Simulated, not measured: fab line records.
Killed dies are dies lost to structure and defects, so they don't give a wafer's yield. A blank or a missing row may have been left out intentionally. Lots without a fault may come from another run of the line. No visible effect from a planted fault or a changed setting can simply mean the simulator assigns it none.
fab line records ; flow nandHarc
record lots=6; wafers=18; lastDay=25
route steps=1159 shown A_SLIT@802 A_SIN_REMOVE@804 A_WL_FILL@809
lots untouched by any fault: they come from a run of this same line in which no faults occurred
startH: hours from the record's opening day to when the first of the lot's shown wafers began ; waitH: time in hours since the lot's previous step ; " the same as in the row above ; L1.1+2: a single row standing in for several wafers ; - no value, or no start was given ; * or withheld: withheld ; < > ~ a bound
route shown NAME@n: NAME is a module with steps in the file, n the number in the route of the first one ; usual: mean and standard deviation over wafers with no fault ; same: alike in all rows ; chamber/n: place in a boat ; sites: readings site by site ; _std_site: their standard deviation ; _edge_site: mean of outer sites minus mean of inner sites ; radiusMm: for every site, how far away it sits from the centre of the wafer ; mask NAME#n: copy n ; behind: the most recent tool/chamber to have shaped the wafer ; hold: the reason the lot was held/the length of the hold in hours/how it ended ; device: the n, p or np transistor that did not switch ; end of line: the tests these same wafers got at the end of their route ; a step with no rows: only its recipe ; killed: count of dies lost to structure and defects at first sort (not the wafer's yield) ; map: dies across one wafer; x = killed, . = not, _ = none there
set.NAME: the setting that was run; set.NAME@STEP: the one run at that earlier step ; model.NAME: the simulator's own value behind a step, which no gauge read
certain route steps with their lots: each step a table, each wafer a row
services: from which hour (startH, from the record's first day; less than 0 if before it) a tool's chamber was out of use, for how many hours, and why
## steps
# step NHARC_A_SLIT_SRD_20
# step NHARC_A_SLIT_CD_MEAS_21
# usual cdNm=289.9/0.97
lot.wafer;tool;chamber;startH;waitH;cdNm
L568.3;cdSem-03;-;370.16;-;291.6
L568.4;cdSem-03;-;370.16;-;290.6
L568.5;cdSem-03;-;370.16;-;291.3
L571.1;cdSem-03;-;386.62;-;289.2
L571.4;cdSem-03;-;386.62;-;289.9
L571.5;cdSem-03;-;386.62;-;289.7
L572.1;cdSem-01;-;388.35;-;288.6
L572.3;cdSem-01;-;388.35;-;290.0
L572.6;cdSem-01;-;388.35;-;289.8
L574.1;cdSem-01;-;427.79;-;289.9
L574.2;cdSem-01;-;427.79;-;288.6
L574.6;cdSem-01;-;427.79;-;288.9
L583.4;cdSem-01;-;462.34;-;288.8
L583.5;cdSem-01;-;462.34;-;289.8
L583.6;cdSem-01;-;462.34;-;286.9
L582.1;cdSem-01;-;463.66;-;290.5
L582.2;cdSem-01;-;463.66;-;291.2
L582.5;cdSem-01;-;463.66;-;290.0
# step NHARC_A_SIN_REMOVE_WET_00
# recipe tempC=160; timeS=15300; chemistry=H3PO4
# step NHARC_A_SIN_REMOVE_PRECLEAN_01
# recipe timeS=*; tempC=50; bathAgeMin=0; chemistry=SC1
# step NHARC_A_SIN_REMOVE_SRD_02
# step NHARC_A_SIN_REMOVE_INSPECT_04
# usual rawDefectCount=283/75
lot.wafer;tool;chamber;startH;waitH;rawDefectCount
L568.3;defectInspect-01;-;377.84;0.0;264
L568.4;defectInspect-01;-;377.84;0.0;538
L568.5;defectInspect-01;-;377.84;0.0;306
L571.1;defectInspect-01;-;394.31;0.0;292
L571.4;defectInspect-01;-;394.31;0.0;224
L571.5;defectInspect-01;-;394.31;0.0;272
L572.1;defectInspect-02;-;394.31;0.0;252
L572.3;defectInspect-02;-;394.31;0.0;249
L572.6;defectInspect-02;-;394.31;0.0;265
L574.1;defectInspect-01;-;434.66;0.0;380
L574.2;defectInspect-01;-;434.66;0.0;362
L574.6;defectInspect-01;-;434.66;0.0;390
L583.4;defectInspect-01;-;469.98;0.0;252
L583.5;defectInspect-01;-;469.98;0.0;291
L583.6;defectInspect-01;-;469.98;0.0;329
L582.1;defectInspect-01;-;469.99;0.0;284
L582.2;defectInspect-01;-;469.99;0.0;308
L582.5;defectInspect-01;-;469.99;0.0;306
# step NHARC_A_WL_FILL_ALD_00
# recipe targetThkA=30; pulseTimeS=3; aldCycles=30; tempC=300; material=Al2O3
# usual heaterPowerW=462/39; precursorPulseHeightRel=1.000/0.02
lot.wafer;tool;chamber;startH;waitH;heaterPowerW;precursorPulseHeightRel
L568.3;aldHk-02;2;377.96;0.1;483;1.025
L568.4;aldHk-02;3;377.96;0.1;421;1.017
L568.5;aldHk-02;0;377.96;0.1;509;0.975
L571.1;aldHk-02;1;394.40;0.1;514;1.006
L571.4;aldHk-02;3;394.40;0.1;421;1.014
L571.5;aldHk-02;1;394.40;0.1;521;1.002
L572.1;aldHk-03;1;394.43;0.1;481;0.993
L572.3;aldHk-03;2;394.43;0.1;441;0.985
L572.6;aldHk-03;0;394.43;0.1;441;1.017
L574.1;aldHk-03;3;435.05;0.4;435;0.983
L574.2;aldHk-03;2;435.05;0.4;439;1.008
L574.6;aldHk-03;0;435.05;0.4;438;1.017
L583.4;aldHk-02;2;470.07;0.1;474;1.018
L583.5;aldHk-02;1;470.07;0.1;484;1.004
L583.6;aldHk-02;2;470.07;0.1;486;0.981
L582.1;aldHk-01;2;470.08;0.1;499;1.026
L582.2;aldHk-01;0;470.08;0.1;399;1.023
L582.5;aldHk-01;1;470.08;0.1;412;1.029
# step NHARC_A_WL_FILL_RTA_01
# recipe tempC=1000; timeS=5
# usual lampPowerPct=28.8/0.74; lamp_zone_3_pct=28.8/0.74; lamp_zone_6_pct=28.8/0.74; wafer_temp_C_max=1005.2/0.99
# same timeS=5
lot.wafer;tool;chamber;startH;waitH;lampPowerPct;lamp_zone_3_pct;lamp_zone_6_pct;wafer_temp_C_max
L568.3;rtpAnneal-01;0;378.22;-;29.7;29.6;29.5;1003.6
L568.4;rtpAnneal-01;0;378.22;-;29.6;29.6;29.6;1005.0
L568.5;rtpAnneal-01;0;378.22;-;29.7;29.6;29.6;1005.0
L571.1;rtpAnneal-02;0;394.63;-;28.2;28.2;28.1;1005.0
L571.4;rtpAnneal-02;0;394.63;-;28.2;28.1;28.1;1004.1
L571.5;rtpAnneal-02;0;394.63;-;28.2;28.1;28.1;1005.8
L572.1;rtpAnneal-02;0;394.80;-;28.1;28.1;28.1;1006.5
L572.3;rtpAnneal-02;0;394.80;-;28.2;28.1;28.1;1003.4
L572.6;rtpAnneal-02;0;394.80;-;28.1;28.1;28.1;1005.6
L574.1;rtpAnneal-01;0;435.32;-;29.7;29.6;29.5;1004.3
L574.2;rtpAnneal-01;0;435.32;-;29.6;29.7;29.5;1004.2
L574.6;rtpAnneal-01;0;435.32;-;29.7;29.7;29.5;1005.6
L583.4;rtpAnneal-02;0;470.38;-;28.2;28.2;28.1;1005.5
L583.5;rtpAnneal-02;0;470.38;-;28.1;28.1;28.1;1004.3
L583.6;rtpAnneal-02;0;470.38;-;28.2;28.2;28.1;1005.1
L582.1;rtpAnneal-02;0;470.47;-;28.2;28.2;28.1;1005.3
L582.2;rtpAnneal-02;0;470.47;-;28.2;28.2;28.1;1005.2
L582.5;rtpAnneal-02;0;470.47;-;28.1;28.1;28.1;1005.3
# step NHARC_A_WL_FILL_ALD_02
# recipe targetThkA=20; pulseTimeS=3; aldCycles=100; tempC=450; material=TiN
# usual heaterPowerW=1058/150; precursorPulseHeightRel=1.000/0.019
lot.wafer;tool;chamber;startH;waitH;heaterPowerW;precursorPulseHeightRel
L568.3;aldMetal-04;1;378.46;0.2;964;0.990
L568.4;aldMetal-04;2;378.46;0.2;1046;1.009
L568.5;aldMetal-04;3;378.46;0.2;1341;1.006
L571.1;aldMetal-04;2;394.90;0.2;1038;1.016
L571.4;aldMetal-04;0;394.90;0.2;991;0.971
L571.5;aldMetal-04;3;394.90;0.2;1301;1.001
L572.1;aldMetal-02;1;395.02;0.2;926;0.992
L572.3;aldMetal-02;0;395.02;0.2;1005;0.989
L572.6;aldMetal-02;1;395.02;0.2;926;1.044
L574.1;aldMetal-01;0;435.54;0.2;1035;1.005
L574.2;aldMetal-01;2;435.54;0.2;836;1.005
L574.6;aldMetal-01;1;435.54;0.2;1294;1.001
L583.4;aldMetal-02;3;470.61;0.2;1005;1.007
L583.6;aldMetal-02;1;470.61;0.2;931;0.989
L583.5;aldMetal-02;2;470.61;0.2;936;1.020
L582.1;aldMetal-01;2;470.72;0.2;842;0.981
L582.2;aldMetal-01;0;470.72;0.2;1046;1.006
L582.5;aldMetal-01;1;470.72;0.2;1394;0.986
# step NHARC_A_WL_FILL_CVD_03
# recipe targetThkA=400; tempC=300; pressureTorr=40; wf6FlowSccm=40; h2FlowSccm=1600; arFlowSccm=1560; timeS=3302; material=W
# usual heaterPowerW=428/68; throttleValvePct=7.95/0.22
# same timeS=3302
lot.wafer;tool;chamber;startH;waitH;heaterPowerW;throttleValvePct
L568.4;cvdW-01;1;391.88;13.1;336;8.07
L568.3;cvdW-01;0;391.88;13.1;479;8.24
L568.5;cvdW-01;1;391.88;13.1;333;7.91
L571.1;cvdW-01;0;404.53;9.2;471;8.21
L571.4;cvdW-01;0;404.53;9.2;476;8.07
L571.5;cvdW-01;1;404.53;9.2;334;8.25
L572.1;cvdW-02;0;404.94;9.5;503;7.78
L572.3;cvdW-02;1;404.94;9.5;427;7.59
L572.6;cvdW-02;0;406.84;11.4;510;7.86
L574.2;cvdW-02;1;438.58;2.7;417;7.87
L574.1;cvdW-02;0;438.58;2.7;506;7.80
L574.6;cvdW-02;1;440.48;4.6;424;7.93
L583.4;cvdW-01;0;473.15;2.2;465;8.24
L583.5;cvdW-01;0;473.15;2.2;469;8.06
L583.6;cvdW-01;1;473.15;2.2;337;8.03
L582.1;cvdW-01;0;475.04;4.0;469;8.09
L582.2;cvdW-01;1;475.04;4.0;337;7.95
L582.5;cvdW-01;0;476.93;5.9;479;7.90
# step NHARC_A_WL_FILL_ETCHBACK_04
# recipe targetDepthA=600; timeS=120; chemistry=NF3
# usual chamberPressureMTorr=299.95/0.3; drypumpMotorCurrentA=5.8/0.43; oesProductAu=1.003/0.011; runLengthS=141.5/0.37
lot.wafer;tool;chamber;startH;waitH;chamberPressureMTorr;drypumpMotorCurrentA;oesProductAu;rfHoursCounterH;runLengthS
L568.4;rieMetal-03;0;394.34;2.0;300.24;5.5;1.014;-;141.1
L568.3;rieMetal-03;1;394.34;2.0;299.60;5.7;0.992;-;141.0
L568.5;rieMetal-03;1;394.34;2.0;299.76;5.7;1.001;-;141.0
L571.1;rieMetal-01;1;407.39;2.4;299.47;5.7;0.981;1.9;141.7
L571.4;rieMetal-01;1;407.39;2.4;299.81;5.8;0.974;-;141.5
L571.5;rieMetal-01;1;407.39;2.4;299.81;5.8;0.978;-;142.2
L572.1;rieMetal-03;1;407.83;2.4;300.35;5.7;1.012;2.8;98.8
L572.3;rieMetal-03;1;407.83;2.4;300.07;5.7;0.998;-;98.6
L572.6;rieMetal-03;1;407.83;2.4;300.03;5.7;1.005;-;98.6
L574.2;rieMetal-03;1;441.94;2.9;299.34;5.7;0.999;3.3;98.6
L574.1;rieMetal-03;0;441.94;2.9;299.72;5.5;1.011;3.3;98.8
L574.6;rieMetal-03;0;441.94;2.9;299.87;5.5;1.015;-;98.7
L583.4;rieMetal-02;1;475.62;2.0;299.83;6.5;1.003;-;141.2
L583.5;rieMetal-02;0;475.62;2.0;299.63;5.1;0.999;-;141.2
L583.6;rieMetal-02;1;475.62;2.0;300.11;6.5;1.003;-;141.5
L582.2;rieMetal-02;1;478.37;2.4;300.10;6.5;1.011;2.0;141.7
L582.1;rieMetal-02;0;478.37;2.4;299.89;5.1;0.995;2.0;141.3
L582.5;rieMetal-02;1;478.37;2.4;299.86;6.5;0.999;-;141.3
# step NHARC_A_WL_FILL_ETCHBACK_05
# recipe targetDepthA=220; timeS=60; tempC=40; chemistry=Cl2/BCl3
# usual chamberPressureMTorr=10.000/0.0092; drypumpMotorCurrentA=5.8/0.43; oesProductAu=1.003/0.011; runLengthS=81.5/0.36
# same timeS=60
lot.wafer;tool;chamber;startH;waitH;chamberPressureMTorr;drypumpMotorCurrentA;oesProductAu;rfHoursCounterH;runLengthS
L568.3;rieMetal-03;1;394.54;0.1;10.008;5.7;1.008;-;81.0
L568.4;rieMetal-03;0;394.54;0.1;9.999;5.6;1.007;-;81.2
L568.5;rieMetal-03;1;394.54;0.1;9.989;5.7;1.001;-;81.4
L571.1;rieMetal-01;1;407.63;0.2;9.991;5.7;0.984;2.0;81.6
L571.4;rieMetal-01;1;407.63;0.2;9.987;5.7;0.981;-;81.4
L571.5;rieMetal-01;1;407.63;0.2;9.999;5.7;0.985;-;81.5
L572.1;rieMetal-03;1;408.05;0.2;9.988;5.7;1.001;2.9;81.4
L572.3;rieMetal-03;1;408.05;0.2;9.997;5.7;0.994;-;81.1
L572.6;rieMetal-03;1;408.05;0.2;10.002;5.7;0.997;-;81.1
L574.1;rieMetal-03;0;442.18;0.2;10.004;5.6;1.026;3.5;81.3
L574.2;rieMetal-03;1;442.18;0.2;9.986;5.7;0.988;3.5;81.0
L574.6;rieMetal-03;0;442.18;0.2;10.005;5.6;1.019;-;81.5
L583.4;rieMetal-02;1;475.79;0.1;10.013;6.5;0.989;-;81.4
L583.6;rieMetal-02;1;475.79;0.1;10.009;6.5;1.001;-;81.3
L583.5;rieMetal-02;0;475.79;0.1;10.010;5.1;1.007;-;81.8
L582.1;rieMetal-02;0;478.61;0.2;10.005;5.1;1.015;2.2;81.3
L582.2;rieMetal-02;1;478.61;0.2;9.990;6.5;1.000;2.2;82.1
L582.5;rieMetal-02;1;478.61;0.2;10.012;6.5;0.998;-;81.5
## services
tool;chamber;startH;hours;kind
aldMetal-01;-;356.02;0.9;repair
cvdW-01;0;361.18;12.0;repair
aldMetal-02;-;364.00;10.0;pm
aldMetal-04;1;379.56;214.3;repair
cvdW-02;-;387.19;13.0;pm
rieMetal-02;-;388.00;9.0;pm
rieMetal-02;0;388.00;9.0;ventCycle
rieMetal-02;1;388.00;9.0;ventCycle
aldMetal-01;-;393.30;1.5;repair
rieMetal-02;0;397.00;-;clean
rieMetal-02;1;397.00;-;clean
aldMetal-04;-;419.87;10.0;pm
aldMetal-01;3;441.59;6.6;repair
cvdW-01;0;444.03;12.0;repair
cvdW-01;1;447.00;1.7;repair
cvdW-02;1;449.08;3.4;repair
rieMetal-03;-;453.00;9.0;pm
rieMetal-03;0;453.00;9.0;ventCycle
rieMetal-03;1;453.00;9.0;ventCycle
aldMetal-01;-;458.00;10.0;pm
aldHk-02;-;458.22;10.0;pm
rieMetal-03;0;462.00;-;clean
rieMetal-03;1;462.00;-;clean
cvdW-01;-;477.88;13.0;pm
## key
firstSign step=NHARC_A_WL_FILL_ETCHBACK_04; reading=runLengthS; direction=down; sigmas=99+; usual=*; struck=*
effect none on later readings
metAt NHARC_A_WL_FILL_ETCHBACK_04
struckWafers L572.1,L572.3,L572.6,L574.1,L574.2,L574.6
laterRowsLeftOut L572.1,L572.3,L572.6,L574.1,L574.2,L574.6
sortLeftOut L572.1,L572.3,L572.6,L574.1,L574.2,L574.6
testerLeftOut L572,L574
onsetBetween 394.34 407.83
fault kind=processParameterDrift; tool=rieMetal-03; chamber=-; onsetH=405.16; steps=NHARC_A_WL_FILL_ETCHBACK_04; channel=timeS; offset=*; shape=step; endH=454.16; actsIn=*; stated=*
# testerLeftOut: of these lots the tester's yield and bins aren't shown, on N5 and GAA mostly nor the transistor test; their killed dies are dies lost to structure and defects alone, not to doping, threshold or leakage, so they don't give the yield
# sortLeftOut: the simulated sort isn't trusted on such a fault, so these wafers' sort isn't shown, and their yield isn't known
# laterRowsLeftOut: the simulator's readings of these wafers behind a module that went badly wrong aren't trusted and aren't shown, but for the sort
